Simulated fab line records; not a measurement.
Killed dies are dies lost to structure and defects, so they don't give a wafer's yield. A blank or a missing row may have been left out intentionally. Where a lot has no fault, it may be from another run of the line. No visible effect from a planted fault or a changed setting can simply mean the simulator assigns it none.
Which tool did it? || flow n5 finfet || 10 lots, 27 wafers sampled, at 4 steps of a route of 1938

## WHAT THE GAUGES SHOWED, per wafer
N5_MOL_CONTACT_COAG_OVL_MEAS_09.
{"lot": "L815", "measured": "day 5 06:01", "on": "overlay-02", "CA_OVL (nm)": "0.9 0.1"}
{"lot": "L816", "measured": "day 5 09:07", "on": "overlay-02", "CA_OVL (nm)": "-1.2 -0.5 -1.2"}
{"lot": "L818", "measured": "day 5 21:31", "on": "overlay-01", "CA_OVL (nm)": "-0.6 0.0 -0.1"}
{"lot": "L820", "measured": "day 6 10:46", "on": "overlay-02", "CA_OVL (nm)": "0.3 -0.8 -0.4"}
{"lot": "L821", "measured": "day 6 19:13", "on": "overlay-02", "CA_OVL (nm)": "-0.2 -0.1 0.6"}
{"lot": "L822", "measured": "day 6 21:44", "on": "overlay-01", "CA_OVL (nm)": "0.3 0.1"}
{"lot": "L824", "measured": "day 7 06:55", "on": "overlay-02", "CA_OVL (nm)": "-0.8 -0.4 -0.4"}
{"lot": "L832", "measured": "day 9 12:38", "on": "overlay-02", "CA_OVL (nm)": "11.3 10.8 11.4"}
{"lot": "L834", "measured": "day 9 20:15", "on": "overlay-02", "CA_OVL (nm)": "11.9 11.5 11.9"}
{"lot": "L836", "measured": "day 10 11:07", "on": "overlay-01", "CA_OVL (nm)": "-0.5 -0.1"}

## TOOL THAT RAN EACH LOT (tool first, then ch and the chambers of the sampled wafers, then the start)
{"lot": "L815", "N5_GATE_CUT_ETCH_47": "rie metal-03 ch 1, day 5 02:15", "N5_GATE_CUT_VAPOR_ETCH_49": "rie metal-03 ch 1, day 5 02:19", "N5_MOL_CONTACT_COAG_EXPOSE_05": "euv scanner-02 ch 0, day 5 05:51"}
{"lot": "L816", "N5_GATE_CUT_ETCH_47": "rie metal-01 ch 0,1, day 5 05:58", "N5_GATE_CUT_VAPOR_ETCH_49": "rie metal-01 ch 0,1, day 5 06:01", "N5_MOL_CONTACT_COAG_EXPOSE_05": "euv scanner-02 ch 0, day 5 08:58"}
{"lot": "L818", "N5_GATE_CUT_ETCH_47": "rie metal-01 ch 0, day 5 18:15", "N5_GATE_CUT_VAPOR_ETCH_49": "rie metal-01 ch 0, day 5 18:22", "N5_MOL_CONTACT_COAG_EXPOSE_05": "euv scanner-02 ch 0, day 5 21:21"}
{"lot": "L820", "N5_GATE_CUT_ETCH_47": "rie metal-01 ch 0, day 6 07:23", "N5_GATE_CUT_VAPOR_ETCH_49": "rie metal-01 ch 0, day 6 07:30", "N5_MOL_CONTACT_COAG_EXPOSE_05": "euv scanner-01 ch 0, day 6 10:37"}
{"lot": "L821", "N5_GATE_CUT_ETCH_47": "rie metal-01 ch 0,1, day 6 15:46", "N5_GATE_CUT_VAPOR_ETCH_49": "rie metal-01 ch 0,1, day 6 15:50", "N5_MOL_CONTACT_COAG_EXPOSE_05": "euv scanner-01 ch 0, day 6 19:04"}
{"lot": "L822", "N5_GATE_CUT_ETCH_47": "rie metal-01 ch 0,1, day 6 18:28", "N5_GATE_CUT_VAPOR_ETCH_49": "rie metal-01 ch 0,1, day 6 18:31", "N5_MOL_CONTACT_COAG_EXPOSE_05": "euv scanner-01 ch 0, day 6 21:35"}
{"lot": "L824", "N5_GATE_CUT_ETCH_47": "rie metal-01 ch 0,1, day 7 03:44", "N5_GATE_CUT_VAPOR_ETCH_49": "rie metal-01 ch 0,1, day 7 03:47", "N5_MOL_CONTACT_COAG_EXPOSE_05": "euv scanner-02 ch 0, day 7 06:45"}
{"lot": "L832", "N5_GATE_CUT_ETCH_47": "rie metal-03 ch 1, day 9 09:14", "N5_GATE_CUT_VAPOR_ETCH_49": "rie metal-03 ch 1, day 9 09:21", "N5_MOL_CONTACT_COAG_EXPOSE_05": "euv scanner-01 ch 0, day 9 12:28"}
{"lot": "L834", "N5_GATE_CUT_ETCH_47": "rie metal-02 ch 0,1, day 9 16:59", "N5_GATE_CUT_VAPOR_ETCH_49": "rie metal-02 ch 0,1, day 9 17:02", "N5_MOL_CONTACT_COAG_EXPOSE_05": "euv scanner-01 ch 0, day 9 20:05"}
{"lot": "L836", "N5_GATE_CUT_ETCH_47": "rie metal-01 ch 0,1, day 10 07:58", "N5_GATE_CUT_VAPOR_ETCH_49": "rie metal-01 ch 0,1, day 10 08:02", "N5_MOL_CONTACT_COAG_EXPOSE_05": "euv scanner-02 ch 0, day 10 10:58"}
- N5_GATE_CUT_ETCH_47: etches SiO2 in Cl2/BCl3, target depth 10 nm.
- N5_GATE_CUT_VAPOR_ETCH_49: etches TiAlC in BCl3/Cl2.
- N5_MOL_CONTACT_COAG_EXPOSE_05: exposes mask CA, defocus 0 nm.

## THE ANSWER, worked out from the rows above alone
Rule: usual is defined by the lots themselves. The widest of any qualifying gaps counts: lots, ordered by their means at a reading, are off when they make up no more than a third of the lots, leave a main group of 4 or more, and stand apart from it by 3 or more times the standard deviation of that group's means. The tables above print the reading to a certain number of digits; a main group whose means all agree to those digits is not used. Also off: a lot with no number at a reading for which 4 or more lots have one. Any other lot the step has rows for is counted as sound.
Off: L832, L834, seen at N5_MOL_CONTACT_COAG_OVL_MEAS_09 (CA_OVL). The main group has a mean of -0.2 nm with a standard deviation of 0.43.
If a tool, at a process step before that reading, ran all the lots that are off and no sound lot after the first of them, it fits. The gauges at N5_MOL_CONTACT_COAG_OVL_MEAS_09 are tried like those tools. This does not decide it: 2 tools fit, namely euv scanner-01 at N5_MOL_CONTACT_COAG_EXPOSE_05 and overlay-02 at N5_MOL_CONTACT_COAG_OVL_MEAS_09.

## WHAT HAD BEEN PUT IN BY THE SIMULATOR
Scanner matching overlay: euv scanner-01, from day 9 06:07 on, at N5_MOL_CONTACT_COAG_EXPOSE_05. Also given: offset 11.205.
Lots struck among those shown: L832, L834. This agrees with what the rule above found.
